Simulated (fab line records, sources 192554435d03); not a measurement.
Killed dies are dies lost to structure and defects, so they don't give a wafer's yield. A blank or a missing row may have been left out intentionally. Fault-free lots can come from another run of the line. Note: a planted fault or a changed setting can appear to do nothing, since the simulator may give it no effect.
Chamber matching	flow n5-finfet	N5_BEOL_M6_STRIP_36 on rie-diel-05 has 3 sister chambers
The step strips in N2/H2. 6 wafers are shown with their chamber, then 6 later ones without.

## WAFERS WITH THEIR CHAMBER
wafer	chamber	showerhead-plenum-p-Torr (Torr)	drypump-motor-current-A (A)
L081.2	1	2.42	5.5
L084.1	1	2.41	5.5
L084.6	2	2.62	5.9
L088.5	3	2.69	5.7
L088.6	2	2.62	5.9
L087.1	3	2.69	5.8

## WAFERS WITH NO CHAMBER GIVEN
wafer	showerhead-plenum-p-Torr (Torr)	drypump-motor-current-A (A)
L087.2	2.62	5.9
L087.6	2.70	5.8
L090.2	2.62	5.9
L090.4	2.41	5.5
L089.4	2.62	5.9
L089.5	2.62	5.9

## EACH ONE'S CHAMBER
wafer	from the rows above	in truth
L087.2	2	2
L087.6	3	3
L090.2	2	2
L090.4	1	1
L089.4	2	2
L089.5	2	2
Correctly placed: 6 of 6. Number that these rows cannot place: 0. Wrongly placed: 0.
How it was worked out, from the rows above alone: a wafer's distance from a chamber is the root of the sum, over the readings, of the square of ((its reading less the chamber's mean) divided by the reading's scatter). If the next closest chamber is less than 2 further off than the closest, the wafer can't be placed; otherwise it belongs to the closest. Each chamber's mean is taken over the wafers shown for it. How the scatter is found: for the shown wafers, subtract from each reading the mean of its chamber, square and add these, divide the total by (wafers less chambers), then take the root.
